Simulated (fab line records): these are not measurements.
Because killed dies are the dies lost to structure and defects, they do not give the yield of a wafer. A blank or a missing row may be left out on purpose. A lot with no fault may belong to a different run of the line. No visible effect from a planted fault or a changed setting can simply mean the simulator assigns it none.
Lot-split experiment + flow n5_finfet + 7 lots, 21 wafers read, on a route of 1938 steps

THE SPLIT
At N5_BEOL_M10_COAT_22 (resist thk 90 nm), the setting spin_rpm was moved away from the recipe's 1500 rpm on 6 of the 21 wafers read, by -8.1% to +9.0%. All remaining wafers had this setting at the recipe value.

FROM THE SPLIT TO THE READING: what the file shows between them, 6 steps
- N5_BEOL_M10_EBR_24
- N5_BEOL_M10_SOFTBAKE_23: time 60 s
- N5_BEOL_M10_EXPOSE_25: exposes mask V9
- N5_BEOL_M10_PEB_26: peb time 60 s
- N5_BEOL_M10_DEVELOP_27: develop time 30 s
- N5_BEOL_M10_DESCUM_33: chemistry O2, time 7.9 s

THE READING
CAR-ArF_of_BEOL_M10_COAT_22.thk_nm (the simulator's own value, which no gauge read), in nm, at N5_BEOL_M10_ETCH_65 (etches SiARC in CF4, target depth 39 nm, time 65 s). No usual value for it is given in the file. Across the 15 wafers here that went through the recipe, the average is 55.5 nm and the standard deviation 0.27 nm.

| wafer  | tool, chamber at the split | spin_rpm as run, rpm | against the recipe | CAR-ArF_of_BEOL_M10_COAT_22.thk_nm, nm | against lot-mates on the recipe |
|--------|----------------------------|----------------------|--------------------|----------------------------------------|---------------------------------|
| L077.2 | litho_track-04, 0          | 1500                 | recipe             | 56                                     | -                               |
| L077.4 | litho_track-04, 0          | 1500                 | recipe             | 55.8                                   | -                               |
| L077.5 | litho_track-04, 0          | 1500                 | recipe             | 55.8                                   | -                               |
| L076.1 | litho_track-01, 0          | 1449                 | -3.4%              | 57.2                                   | +1.2                            |
| L076.2 | litho_track-01, 0          | 1500                 | recipe             | 56                                     | -                               |
| L076.6 | litho_track-01, 0          | 1449                 | -3.4%              | 57.6                                   | +1.6                            |
| L081.4 | litho_track-01, 0          | 1500                 | recipe             | 55.4                                   | -                               |
| L081.5 | litho_track-01, 0          | 1500                 | recipe             | 55.4                                   | -                               |
| L081.6 | litho_track-01, 0          | 1378                 | -8.1%              | 59.4                                   | +4.0                            |
| L080.2 | litho_track-04, 0          | 1500                 | recipe             | 55.2                                   | -                               |
| L080.5 | litho_track-04, 0          | 1500                 | recipe             | 55.4                                   | -                               |
| L080.6 | litho_track-04, 0          | 1500                 | recipe             | 55.4                                   | -                               |
| L084.1 | litho_track-01, 0          | 1500                 | recipe             | 55.2                                   | -                               |
| L084.5 | litho_track-01, 0          | 1500                 | recipe             | 55.2                                   | -                               |
| L084.4 | litho_track-01, 0          | 1500                 | recipe             | 55.4                                   | -                               |
| L085.2 | litho_track-04, 0          | 1500                 | recipe             | 55.6                                   | -                               |
| L085.5 | litho_track-04, 0          | 1500                 | recipe             | 55.6                                   | -                               |
| L085.3 | litho_track-04, 0          | 1594                 | +6.3%              | 53                                     | -2.6                            |
| L095.1 | litho_track-04, 0          | 1500                 | recipe             | 55.8                                   | -                               |
| L095.2 | litho_track-04, 0          | 1635                 | +9.0%              | 52                                     | -3.8                            |
| L095.5 | litho_track-04, 0          | 1635                 | +9.0%              | 51.8                                   | -4.0                            |

THE FIT
A straight line over all 21 wafers: CAR-ArF_of_BEOL_M10_COAT_22.thk_nm changes by -0.435 nm for each +1% of spin_rpm; r = -0.99; the points scatter about the line by 0.29 nm.
The same after taking each lot's own level away (the mean of its wafers on the recipe; 21 wafers): -0.443 nm for each +1%; r = -1.00; scatter 0.14 nm.
That fit puts the effect of the largest move of spin_rpm on the reading at 4 nm.
From 55.27 to 56.00 nm: that is the span of the lots' own levels, equal to 2.7 times the standard deviation above.
The two slopes agree, so the slope changes little with the lot-to-lot level.
Check: -4.04 nm against its lot-mates is what the line predicts for one of the wafers moved furthest among these (+9.0%) when that wafer is left out of the fit. Against them it came out at -3.8 nm.

THE WHOLE CHAIN: every reading that the file lists as answering this split, in the file's order
| step                   | what it does                                       | reading                                                                             | change (the file's fit)               | r (the file's) |
|------------------------|----------------------------------------------------|-------------------------------------------------------------------------------------|---------------------------------------|----------------|
| N5_BEOL_M10_COAT_22    | resist thk 90 nm                                   | CAR-ArF_of_BEOL_M10_COAT_22.thk_nm (the simulator's own value, which no gauge read) | -0.433 nm for each +1% of the setting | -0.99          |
| N5_BEOL_M10_DEVELOP_27 | develop time 30 s                                  | CAR-ArF_of_BEOL_M10_COAT_22.thk_nm (the simulator's own value, which no gauge read) | -0.436 nm for each +1% of the setting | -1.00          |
| N5_BEOL_M10_ETCH_65    | etches SiARC in CF4, target depth 39 nm, time 65 s | CAR-ArF_of_BEOL_M10_COAT_22.thk_nm (the simulator's own value, which no gauge read) | -0.448 nm for each +1% of the setting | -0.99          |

THE FILE'S OWN FIT
CAR-ArF_of_BEOL_M10_COAT_22.thk_nm changes by -0.448 nm for each +1% of spin_rpm, r = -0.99.
